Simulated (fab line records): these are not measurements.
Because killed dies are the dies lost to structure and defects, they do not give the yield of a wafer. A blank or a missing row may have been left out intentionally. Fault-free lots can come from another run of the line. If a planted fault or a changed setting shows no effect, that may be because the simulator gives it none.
One fault through the eyes of 3 desks    flow n5Finfet    each desk has only its own numbers; what lay behind them comes last
Where a reading is given only as a bound, like >300, the bound stands for it, and a mean or a difference that rests on one is marked > or <: the true number lies beyond.

== METROLOGY DESK ==
Means of the sampled wafers that have a number, per lot and without regard to the tool the lot ran on: this is what the gauges read. If a lot's mean is further than 4 standard deviations from the usual mean, the lot is out of limits and carries the mark OUT (the distance appears in the brackets).
Columns: A = cdNm at N5_BEOL_M11_CD_MEAS_35, usual 69.9 nm; B = M11_RS at N5_BEOL_M11_RS_MEAS_57, usual 0.151 ohm/sq; C = M12_ILD_THK at N5_BEOL_M12_THK_MEAS_01, usual 658 nm
lot   first seen here  A     B      C
L178  day 10 18:56     70.2  0.152  669
L176  day 10 19:12     71.2  0.149  663
L177  day 11 06:16     69.7  0.149  652
L180  day 11 15:36     70.6  0.152  658
L184  day 13 06:16     69.0  0.150  660
L187  day 13 22:41     69.6  0.154  644
L189  day 14 08:01     69.9  0.149  652
L188  day 14 11:01     69.9  0.152  664
L191  day 15 02:16     69.4  0.155  658
L194  day 15 09:05     70.3  0.147  655
L198  day 16 06:39     69.6  0.151  666
This desk's verdict: no lot among the 11 shows anything out of limits.

== THE DEFECT DESK ==
Per lot, the means of the sampled wafers with a number show what the inspections along the route counted. If a lot's mean is further than 4 standard deviations from the usual mean, the lot is out of limits and carries the mark OUT (the distance appears in the brackets).
Columns: A = rawDefectCount at N5_BEOL_M11_INSPECT_58, usual 78; B = rawDefectCount at N5_BEOL_M12_INSPECT_12, usual 2.2
lot   first seen here  A               B
L178  day 10 21:13     66              1.7
L176  day 10 21:29     67              2.0
L177  day 11 11:01     107             1.7
L180  day 11 19:37     111             4.0
L184  day 13 08:25     82              1.0
L187  day 14 02:29     82              1.7
L189  day 14 11:56     103             1.0
L188  day 14 15:02     1179 (+39) OUT  >300 (+99 or more) OUT
L191  day 15 04:45     94              3.0
L194  day 15 12:10     1206 (+40) OUT  >300 (+99 or more) OUT
L198  day 16 09:26     43              1.0
Finding of this desk: L188, L194 out of limits; the first was L188 at day 14 15:02, on rawDefectCount at N5_BEOL_M11_INSPECT_58. L178, L176, L177, L180, L184, L187, L189, L191, L198 stayed within limits.

== THE TOOL OWNER'S DESK: pecvd-01 ==
The tool's own readings at N5_BEOL_M11_DEP_56 (deposits SiCN from 3MS/NH3, target thk 30 nm, time 10.5 s): means of the sampled wafers that have a number, for each lot that ran on this tool. If a lot's mean is further than 4 standard deviations from the usual mean, the lot is out of limits and carries the mark OUT (the distance appears in the brackets).
Columns: A = showerheadPlenumPTorr at N5_BEOL_M11_DEP_56, usual 4.159 Torr; B = throttleValvePct at N5_BEOL_M11_DEP_56, usual 17.9 %
lot   first seen here  A      B
L180  day 11 19:32     4.148  17.6
L184  day 13 08:21     4.151  17.5
L187  day 14 02:24     4.166  17.0
L188  day 14 14:57     4.168  17.0
L194  day 15 12:04     4.139  18.1
This desk's verdict: no lot among the 5 shows anything out of limits.

== TAKEN TOGETHER ==
The defect desk could have raised an alarm at day 14 15:02, on L188, L194.
Nothing out of limits was seen by the metrology desk.
The tool owner's desk saw nothing out of limits.
The metrology desk has L188, L194 on record, within its limits.
The tool owner's desk has L188, L194 on record, within its limits.
The lots listed all ran N5_BEOL_M11_DEP_56 on pecvd-01.

== WHAT WAS PUT IN BY THE SIMULATOR ==
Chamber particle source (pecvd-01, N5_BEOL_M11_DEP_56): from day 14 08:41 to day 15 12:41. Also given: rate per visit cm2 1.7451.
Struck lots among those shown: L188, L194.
Hours from the fault's start to each desk's first reading out of limits: the defect desk, 6.
